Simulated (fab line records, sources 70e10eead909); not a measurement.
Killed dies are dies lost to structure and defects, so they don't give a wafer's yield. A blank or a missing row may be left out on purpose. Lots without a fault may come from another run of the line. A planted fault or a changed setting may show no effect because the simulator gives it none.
Chamber matching | flow nand_harc | NHARC_A_CONTACT_ETCH_75 on rie_diel-02: 4 sister chambers
The step etches the open film in CF4, target depth 39 nm, time 65 s. 36 wafers are shown with their chamber, then 12 later ones without.

WAFERS WITH THEIR CHAMBER
wafer  | chamber | drypump_motor_current_A (A) | showerhead_plenum_p_Torr (Torr) | rf_vpp_V (V)
L075.1 | 2       | 6.3                         | 1.67                            | 149.1
L075.2 | 0       | 4.8                         | 1.71                            | 150.8
L075.4 | 3       | 5.8                         | 1.74                            | 151.8
L074.1 | 0       | 4.8                         | 1.71                            | 151.1
L074.3 | 3       | 5.9                         | 1.74                            | 151.1
L074.4 | 1       | 5.8                         | 1.83                            | 151.8
L077.1 | 0       | 4.8                         | 1.71                            | 150.1
L077.3 | 1       | 5.8                         | 1.83                            | 152.0
L077.4 | 3       | 5.8                         | 1.74                            | 150.6
L076.1 | 0       | 4.8                         | 1.71                            | 151.3
L076.2 | 1       | 5.8                         | 1.83                            | 152.6
L076.6 | 0       | 4.8                         | 1.71                            | 151.4
L078.2 | 1       | 5.8                         | 1.83                            | 150.7
L078.3 | 2       | 6.3                         | 1.67                            | 151.0
L078.5 | 0       | 4.8                         | 1.71                            | 149.8
L080.4 | 2       | 6.3                         | 1.66                            | 149.2
L080.5 | 2       | 6.3                         | 1.66                            | 151.6
L080.6 | 1       | 5.8                         | 1.83                            | 152.0
L082.2 | 2       | 6.3                         | 1.66                            | 149.7
L082.3 | 3       | 5.8                         | 1.74                            | 150.9
L082.5 | 3       | 5.8                         | 1.74                            | 151.9
L083.1 | 3       | 5.9                         | 1.74                            | 151.6
L083.3 | 1       | 5.8                         | 1.83                            | 151.0
L083.5 | 1       | 5.8                         | 1.83                            | 151.9
L086.1 | 1       | 5.8                         | 1.83                            | 152.2
L086.5 | 2       | 6.3                         | 1.66                            | 149.7
L086.6 | 1       | 5.8                         | 1.83                            | 151.1
L088.1 | 0       | 4.8                         | 1.70                            | 150.4
L088.2 | 2       | 6.3                         | 1.66                            | 151.1
L088.4 | 0       | 4.8                         | 1.70                            | 150.0
L089.3 | 2       | 6.3                         | 1.66                            | 150.0
L089.4 | 2       | 6.3                         | 1.66                            | 150.5
L089.5 | 3       | 5.9                         | 1.74                            | 150.1
L090.2 | 1       | 5.8                         | 1.82                            | 151.1
L090.3 | 0       | 4.8                         | 1.70                            | 150.6
L090.5 | 1       | 5.8                         | 1.82                            | 152.8

SIGNATURES (means of the wafers above)
reading                  | chamber 0 | chamber 1 | chamber 2 | chamber 3 | scatter within a chamber
drypump_motor_current_A  | 4.800     | 5.800     | 6.300     | 5.843     | 0.0231
showerhead_plenum_p_Torr | 1.7067    | 1.8282    | 1.6622    | 1.7400    | 0.00403
rf_vpp_V                 | 150.611   | 151.745   | 150.211   | 151.143   | 0.714
Rule: a wafer's distance from a chamber is the root of the sum, over the readings, of the square of ((its reading less the chamber's mean) divided by the reading's scatter). The wafer belongs to the nearest chamber; if the next one is less than 2 further off, it can't be placed. The scatter: the root of (the sum of the squares of (reading less its chamber's mean) over the shown wafers, divided by (wafers less chambers)).

WAFERS WITHOUT THEIR CHAMBER
wafer  | drypump_motor_current_A (A) | showerhead_plenum_p_Torr (Torr) | rf_vpp_V (V)
L091.3 | 5.8                         | 1.82                            | 152.3
L091.5 | 5.8                         | 1.74                            | 152.0
L091.6 | 4.8                         | 1.70                            | 150.0
L094.3 | 4.8                         | 1.70                            | 149.7
L094.4 | 5.8                         | 1.82                            | 151.8
L094.5 | 4.8                         | 1.70                            | 150.2
L095.3 | 4.8                         | 1.70                            | 150.0
L095.4 | 5.8                         | 1.73                            | 150.9
L095.6 | 5.8                         | 1.82                            | 150.6
L095.1 | 5.8                         | 1.82                            | 151.0
L095.2 | 6.3                         | 1.66                            | 148.7
L095.5 | 4.8                         | 1.70                            | 149.7

WHICH CHAMBER EACH WENT THROUGH
wafer  | from the rows above | in truth
L091.3 | 1                   | 1
L091.5 | 3                   | 3
L091.6 | 0                   | 0
L094.3 | 0                   | 0
L094.4 | 1                   | 1
L094.5 | 0                   | 0
L095.3 | 0                   | 0
L095.4 | 3                   | 3
L095.6 | 1                   | 1
L095.1 | 1                   | 1
L095.2 | 2                   | 2
L095.5 | 0                   | 0
Placed correctly: 12 of 12. Can't be placed from these rows: 0. Placed wrongly: 0.
